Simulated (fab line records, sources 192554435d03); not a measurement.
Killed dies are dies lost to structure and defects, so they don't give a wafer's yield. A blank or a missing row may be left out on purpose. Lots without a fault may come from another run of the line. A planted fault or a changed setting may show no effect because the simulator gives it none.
fab line records | flow n5_finfet
record lots=5 wafers=15 last_day=18
route steps=1938 shown SDB@370 DUMMY_REMOVAL@377 HKMG_FIN@385 PASSIVATION@1936
lots that met no fault: from a run of the same line without faults
start_h: hours from the record's first day to the start of the lot's first wafer shown | wait_h: hours since the lot's step before | " the same as in the row above | L1.1+2: a row that stands for several wafers | - no value, or no start given | * or withheld: withheld | < > ~ a bound
route shown NAME@n: a module of which the file shows steps, and the number in the route of the first | usual: mean/standard deviation of fault-free wafers | same: alike in all rows | chamber/n: place in a boat | sites: the reading at each site | _std_site: their standard deviation | _edge_site: outer sites' mean less inner sites' | radius_mm: how far each site lies from the wafer's centre | mask NAME#n: copy n | behind: the tool/chamber that last shaped the wafer | hold: why the lot was held/for how many hours/how that ended | device: the transistor (n, p or np) that didn't switch | end of line: the same wafers' tests at the end of the route | a step without rows: its recipe alone | killed: dies lost to structure and defects at the first sort, not the wafer's yield | map: a wafer's dies, x killed, . not, _ none there
set.NAME: the setting as run; set.NAME@STEP: as run at that earlier step | model.NAME: the simulator's own value behind a step, which no gauge read
lots at some steps of the route; a table a step, a row a wafer
services: from which hour (start_h, from the record's first day; less than 0 if before it) a tool's chamber was out of use, for how many hours, and why
## steps
# step N5_SDB_PRECLEAN_38
# recipe chemistry=dHF time_s=10 dilution=750:1 temp_c=25
# step N5_SDB_PRECLEAN_39
# recipe chemistry=O3/DIW time_s=45 temp_c=22 o3_ppm=10
# step N5_SDB_SRD_28
# recipe dry=ipa_marangoni time_s=30 temp_c=23 rinse_liquid=diw
# step N5_SDB_ALD_29
# recipe material=SiNx target_thk_a=300 temp_c=400 ald_precursor_family=SiH2I2 ald_co_reactant=N2/H2-plasma pulse_time_s=1 ald_cycles=600 purge_time_s=2 co_reactant_purge_time_s=2 pressure_torr=2
# step N5_SDB_CMP_30
# recipe stop_on=poly-Si t_overpolish_s=1.54 post_cmp_clean=alkaline_brush down_force_psi=4.1491 platen_rpm=51.796 pad_velocity_m_s=1.0306 target_thk_nm=30
# step N5_DUMMY_REMOVAL_HM_STRIP_01
# recipe chemistry=CH3F/O2 material=SiNx target_depth_a=40 stop_on=poly-Si time_s=6.8 over_etch_frac=0.3 ion_energy_ev=60 power_w=410 bias_w=29 Ar_flow_sccm=150 CH3F_flow_sccm=30 O2_flow_sccm=20
# step N5_DUMMY_REMOVAL_STRIP_10
# recipe chemistry=N2/H2 time_s=40 power_w=100 temp_c=40 pressure_mtorr=100 rf_frequency_hz=6e+07 bias_power_w=3 n2_flow_sccm=300 h2_flow_sccm=300
# step N5_DUMMY_REMOVAL_PRECLEAN_07
# recipe chemistry=dHF time_s=30 temp_c=25 dilution=withheld
# step N5_DUMMY_REMOVAL_DUMMY_REMOVE_02
# recipe chemistry=TMAH temp_c=70 target=poly-Si stop_on=SiO2 target_depth_nm=142 conc_wt_pct=5 time_s=57 dry=ipa_marangoni rinse_time_s=30 rinse_temp_c=23
# step N5_DUMMY_REMOVAL_PRECLEAN_08
# recipe chemistry=NF3:NH3 afs_cycles=2 temp_c=30 time_s=20 sublimation_temp_c=180 sublimation_time_s=60 pressure_torr=3 rf_power_w=30
# usual rf_power_w=30.02/0.091
# columns lot.wafer tool chamber start_h wait_h rf_power_w
L511.2 remote_plasma-02 0 95.04 0.1 29.94
L511.4 " 0 " " 30.08
L511.5 " 0 " " 29.99
L512.1 remote_plasma-02 0 97.27 0.0 30.05
L512.2 " 0 " " 30.05
L512.6 " 0 " " 30.05
L517.3 remote_plasma-02 0 124.80 0.1 29.91
L517.5 " 0 " " 29.96
L517.6 " 0 " " 29.91
L528.3 remote_plasma-02 1 191.72 0.1 29.79
L528.4 " 1 " " 29.90
L528.6 " 1 " " 29.94
L529.1 remote_plasma-02 0 198.62 0.0 30.04
L529.5 " 0 " " 30.01
L529.6 " 0 " " 30.02
# step N5_DUMMY_REMOVAL_PRECLEAN_04
# recipe chemistry=DHF time_s=37 temp_c=25 dilution=500:1
# step N5_DUMMY_REMOVAL_SRD_05
# recipe dry=ipa_marangoni do_ppb=5 time_s=30 temp_c=23 rinse_liquid=diw
# step N5_HKMG_FIN_IL_REGROW_00
# recipe material=SiO2 target_thk_a=7.5 chemistry=O3 temp_c=withheld time_s=30
# step N5_HKMG_FIN_HK_ALD_01
# recipe material=HfO2 target_thk_a=16 temp_c=withheld ald_precursor_family=HfCl4 ald_co_reactant=H2O pulse_time_s=3 purge_time_s=3 co_reactant_purge_time_s=2.5 co_reactant_pulse_time_s=0.3 ald_cycles=30
# step N5_HKMG_FIN_HK_ANNEAL_02
# recipe temp_c=700 time_s=30 ambient=N2 idle_temp_c=600 ramp_up_c_per_s=150 ramp_down_c_per_s=60 cool_to_c=600
# step N5_HKMG_FIN_ALD_74
# recipe material=La2O3 target_thk_a=5 temp_c=250 ald_precursor_family=La-Cp ald_co_reactant=O3 pulse_time_s=6 co_reactant_pulse_time_s=1 purge_time_s=3 co_reactant_purge_time_s=3
# step N5_HKMG_FIN_ALD_75
# recipe material=Al2O3 target_thk_a=10 temp_c=150 ald_precursor_family=TMA ald_co_reactant=H2O pulse_time_s=withheld co_reactant_pulse_time_s=1
# step N5_HKMG_FIN_COAT_41
# recipe resist=SOC temp_c=250 time_s=60 spin_rpm=1500 resist_thk_nm=300
# step N5_HKMG_FIN_COAT_42
# recipe resist=SiARC temp_c=220 time_s=60 spin_rpm=1500 resist_thk_nm=35
# step N5_HKMG_FIN_COAT_43
# recipe resist=CAR-ArF spin_rpm=1500 resist_thk_nm=90
# step N5_HKMG_FIN_EBR_45
# recipe solvent=PGMEA ebr_width_mm=1.5
# step N5_HKMG_FIN_SOFTBAKE_44
# recipe temp_c=110 time_s=60 resist=CAR-ArF
# step N5_HKMG_FIN_EXPOSE_46
# recipe mask_id=NDIPOLE na=1.35 source_shape=conventional sigma_outer=0.8 polarization=unpolarized dose_mj=40
# step N5_HKMG_FIN_PEB_47
# recipe peb_temp_c=withheld peb_time_s=60 resist=CAR-ArF
# step N5_HKMG_FIN_DEVELOP_48
# recipe develop_time_s=30 developer=TMAH resist=CAR-ArF rinse_liquid=diw dry=air_spin dev_temp_c=23
# step N5_HKMG_FIN_DESCUM_53
# recipe chemistry=O2 time_s=7.9 source_power_w=50 bias_power_w=20 pressure_mtorr=20 rf_frequency_hz=2.712e+07 temp_c=40 resist=CAR-ArF o2_flow_sccm=225
# step N5_HKMG_FIN_ETCH_54
# recipe chemistry=CF4 target=SiARC target_depth_a=455 mask_material=CAR-ArF time_s=75.8 ion_energy_ev=80 pressure_mtorr=40 source_w=545 bias_w=36 Ar_flow_sccm=100 cf4_flow_sccm=100 ends=cleared
# step N5_HKMG_FIN_ETCH_55
# recipe chemistry=N2/H2 target=SOC target_depth_a=2400 temp_c=40 time_s=300 ion_energy_ev=200 mask_material=SiARC pressure_mtorr=30 source_w=840 bias_w=150 n2_flow_sccm=200 h2_flow_sccm=200
# step N5_HKMG_FIN_STRIP_56
# recipe chemistry=N2/H2 temp_c=40 n2_flow_sccm=200 h2_flow_sccm=200 rf_frequency_hz=6e+07
# step N5_HKMG_FIN_STRIP_57
# recipe chemistry=CF4 resist=SiARC power_w=300 bias_power_w=75 pressure_mtorr=50 cf4_flow_sccm=150 rf_frequency_hz=6e+07
# step N5_HKMG_FIN_ETCH_58
# recipe chemistry=N2/H2 target=SOC target_depth_a=2158 ion_energy_ev=50 bias_w=13 time_s=741 pressure_mtorr=30 source_w=875 n2_flow_sccm=200 h2_flow_sccm=200
# step N5_HKMG_FIN_STRIP_93
# recipe chemistry=N2/H2 material=SOC time_s=20 power_w=500 temp_c=40 pressure_mtorr=50 rf_frequency_hz=6e+07 bias_power_w=8 h2_frac=0.5 n2_flow_sccm=300 h2_flow_sccm=300
# step N5_HKMG_FIN_WET_ETCH_76
# recipe chemistry=dNH4OH mix=1:50 temp_c=25 target=Al2O3 stop_on=La2O3 target_depth_nm=2.25 dry=ipa_marangoni rinse_time_s=30 rinse_temp_c=23
# step N5_HKMG_FIN_STRIP_60
# recipe chemistry=N2/H2 power_w=2500 temp_c=300 h2_frac=0.65 time_s=360 pressure_mtorr=withheld n2_flow_sccm=1750 h2_flow_sccm=3250
# step N5_HKMG_FIN_WET_ETCH_77
# recipe chemistry=dHCl mix=1:10000 temp_c=25 target=La2O3 stop_on=HfO2 target_depth_nm=2
# step N5_HKMG_FIN_WET_ETCH_78
# recipe chemistry=dNH4OH mix=1:50 temp_c=25 target=Al2O3 stop_on=La2O3 target_depth_nm=4.5 dry=ipa_marangoni rinse_time_s=30 rinse_temp_c=23
# step N5_PASSIVATION_PROBE_49
# usual defect_limited_yield=91.7/1.5 killed_at_M0_to_M3=32/10 killed_at_M4_up=14/5.3 killed_at_contacts=13/5.7 killed_at_front_end=37/10 killed_at_other=3.3/2.5 killed_dies=98/18 killed_on_rim=13/3.6 killed_open=65/13 killed_short=31/7.5 sort_bin_5_function=4.9/0.91 sort_bin_6_memory=3.1/0.71 sort_n_pass=1082/18 sort_yield_pct=91.7/1.5
# same gross_dies=1180 killed_at_back_side=0 sort_bin_4_leakage[%]=0 sort_bin_8_speed[%]=0
# columns lot.wafer tool chamber start_h wait_h defect_limited_yield[%] killed_at_M0_to_M3 killed_at_M4_up killed_at_contacts killed_at_front_end killed_at_other killed_dies killed_on_rim killed_open killed_short sort_bin_5_function[%] sort_bin_6_memory[%] sort_n_pass sort_yield_pct[%]
L511.2 prober-01 - 300.43 0.1 86.5 25 14 5 111 4 159 30 53 26 8.0 3.2 1021 86.5
L511.4 prober-01 - 300.53 0.2 88.9 18 4 11 96 2 131 25 45 18 6.4 3.1 1049 88.9
L511.5 prober-01 - 300.58 0.2 86.8 24 10 11 109 2 156 26 62 18 7.9 3.1 1024 86.8
L512.1 prober-01 - 322.50 0.0 86.1 37 18 6 101 2 164 33 65 26 7.9 4.2 1016 86.1
L512.2 prober-01 - 322.55 0.1 86.8 32 6 8 108 2 156 26 55 33 7.5 3.6 1024 86.8
L512.6 prober-01 - 322.75 0.3 85.0 29 16 5 124 3 177 34 72 36 9.2 3.9 1003 85.0
L517.3 prober-01 - 342.19 0.1 87.5 29 10 8 99 2 148 24 53 28 7.4 3.5 1032 87.5
L517.5 prober-01 - 342.29 0.2 84.6 59 14 13 94 2 182 31 69 42 8.7 5.4 998 84.6
L517.6 prober-01 - 342.34 0.3 87.1 26 17 10 98 1 152 35 52 36 7.7 3.5 1028 87.1
# killed by level:class
L511.2 DUMMY_REMOVAL:unspecified=74 FIN_SAQP:geometric_particle:short=7 DUMMY_GATE:geometric_particle:open=7 BEOL_M0_SAQP:geometric_particle:short=7 BEOL_M4:geometric_particle:open=7 FIN_SAQP:geometric_particle:open=6 BEOL_M0_SAQP:geometric_particle:open=6 STARTING-WAFER:geometric_particle:open=5
L511.4 DUMMY_REMOVAL:unspecified=68 MOL_CONTACT_COAG:geometric_particle:open=10 BEOL_M0_SAQP:geometric_particle:open=8 STI_FIN_REVEAL:geometric_particle:open=7 BEOL_M1:geometric_particle:open=5 BEOL_M0_SAQP:geometric_particle:short=4 DUMMY_GATE:geometric_particle:short=3 DUMMY_GATE:geometric_particle:open=3
L511.5 DUMMY_REMOVAL:unspecified=69 MOL_CONTACT_COAG:geometric_particle:open=10 STI_FIN_REVEAL:geometric_particle:open=7 HKMG_FIN:area_etch=7 BEOL_M0_SAQP:geometric_particle:short=6 BEOL_M2:geometric_particle:open=6 FIN_SAQP:geometric_particle:open=5 DUMMY_GATE:geometric_particle:open=5
L512.1 DUMMY_REMOVAL:unspecified=69 BEOL_M2:geometric_particle:open=18 BEOL_M4:geometric_particle:open=8 FIN_SAQP:geometric_particle:short=6 DUMMY_GATE:geometric_particle:open=6 BEOL_M0_SAQP:geometric_particle:short=5 BEOL_M1:geometric_particle:open=5 FIN_SAQP:geometric_particle:open=4
L512.2 DUMMY_REMOVAL:unspecified=65 FIN_SAQP:geometric_particle:short=12 FIN_SAQP:geometric_particle:open=9 BEOL_M1:geometric_particle:open=9 BEOL_M2:geometric_particle:open=8 STI_FIN_REVEAL:geometric_particle:open=7 MOL_CONTACT_COAG:geometric_particle:open=7 BEOL_M0_SAQP:geometric_particle:short=4
L512.6 DUMMY_REMOVAL:unspecified=67 STI_FIN_REVEAL:geometric_particle:open=26 FIN_SAQP:geometric_particle:short=8 BEOL_M0_SAQP:geometric_particle:short=7 BEOL_M4:geometric_particle:open=7 BEOL_M2:geometric_particle:open=7 FIN_SAQP:geometric_particle:open=6 BEOL_M1:geometric_particle:open=5
L517.3 DUMMY_REMOVAL:unspecified=67 FIN_SAQP:geometric_particle:open=14 MOL_CONTACT_COAG:geometric_particle:open=8 BEOL_M0_SAQP:geometric_particle:short=6 BEOL_M0_SAQP:geometric_particle:open=6 FIN_SAQP:geometric_particle:short=4 BEOL_M1:geometric_particle:open=4 BEOL_M3:geometric_particle:short=4
L517.5 DUMMY_REMOVAL:unspecified=71 BEOL_M0_SAQP:geometric_particle:open=17 BEOL_M0_SAQP:geometric_particle:short=16 MOL_CONTACT_COAG:geometric_particle:open=10 BEOL_M3:geometric_particle:short=9 STI_FIN_REVEAL:geometric_particle:open=7 BEOL_M3:geometric_particle:open=5 BEOL_M4:geometric_particle:open=5
L517.6 DUMMY_REMOVAL:unspecified=63 FIN_SAQP:geometric_particle:short=11 FIN_SAQP:geometric_particle:open=9 MOL_CONTACT_COAG:geometric_particle:open=5 MOL_CONTACT_COAG:geometric_particle:short=5 BEOL_M0_SAQP:geometric_particle:open=5 BEOL_M1:geometric_particle:open=5 BEOL_M2:geometric_particle:open=4
# map L511.2 (x killed, . not)
_________________....x.x.....________________
______________.x.x..........x..._____________
___________...........x............__________
__________..x........x..x.....x.x..._________
________..x.............x....x........_______
_______...............xx..............x______
______...x.....x.......................x_____
_____............................x.......____
____.........x.........x.........x........___
___..........xx............................__
___..................x............x.......x__
__....x........x......x..........x.........._
__...................x......................_
_..xx..............x.........................
_..x.....................x.x..........x......
_...xxx....x..x...............x........x.....
_...x....................................x...
_.................x....x.....................
_......x......x....x.........................
_............x...............x...............
_..................x........x................
__...........x..........x.....x............._
__.............x...............x.....x.x...._
___............x..........x..............x.__
___................x...........xx.x........__
____xx....x....x.....x.......x..x.xx.xxx..___
_____.......................x.xxxxxxxxxx.____
______...x......x.....x....xx.xxxxxxxxxx_____
_______....................x.xxxxxxxxxx______
________........x.x.........xxxxxxxxxx_______
__________...........x....xx.xxxxxxx_________
___________...............x..xxxxxx__________
______________.x....x.x....xxxxx_____________
_________________............________________
# map L512.6 (x killed, . not)
_________________x...........________________
______________..........xx......_____________
___________.x.....x...x.....x.....x__________
__________.............x...x...x...._________
________...x........x....x..x.x......._______
_______..x...........xx............xx.x______
______..........................x......._____
_____.......xx...........................____
____.......x.............x...........x...x___
___x....x..................................__
___...x..........x..x.......x..............__
__........x................................x_
__.......x..................x........x......_
_.......x...............x..xx.x..............
_.................x.x.......x..........x.....
_....................xx..............x.......
_..x...x..........x..........................
_......................x......x.xx.....x.....
_...x...........x.................xx........x
_....x.......xx.........................x...x
_...x.xx.............................x.......
__......x..........x...................x...._
__x.....x...x........................x.....x_
___.x......................x...x...........__
___.......x.......x...x..........xxx..x.x..__
____.........x.x..x...........x..xxxx...x.___
_____..xx.........x.....x.....xxxxxxxxxx.____
______...xx................x.xx.xxxxxxxx_____
_______..............x.....x..xxxxxxxxx______
________x................x...xxxxxxxxx_______
__________..............x.x..xxxxxxx_________
___________......x........x..xxxxxx__________
______________.xx........x.xxxxx_____________
_________________...........x________________
## services
# columns tool chamber start_h hours kind
remote_plasma-02 - 114.21 1.0 repair
## key
first_sign step=N5_PASSIVATION_PROBE_49 reading=killed_at_front_end direction=up sigmas=6.5 usual=37 struck=104
effect step=N5_PASSIVATION_PROBE_49 reading=defect_limited_yield direction=down sigmas=3.4 usual=91.7 struck=86.6
more_kills_born_at N5_DUMMY_REMOVAL_PRECLEAN_08@remote_plasma-02=613
met_at N5_DUMMY_REMOVAL_PRECLEAN_08
struck_wafers L511.2,L511.4,L511.5,L512.1,L512.2,L512.6,L517.3,L517.5,L517.6
fault kind=chamber_particle_source tool=remote_plasma-02 chamber=0 onset_h=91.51 steps=N5_DUMMY_REMOVAL_PRECLEAN_08 rate_per_visit_cm2=0.79694 end_h=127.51
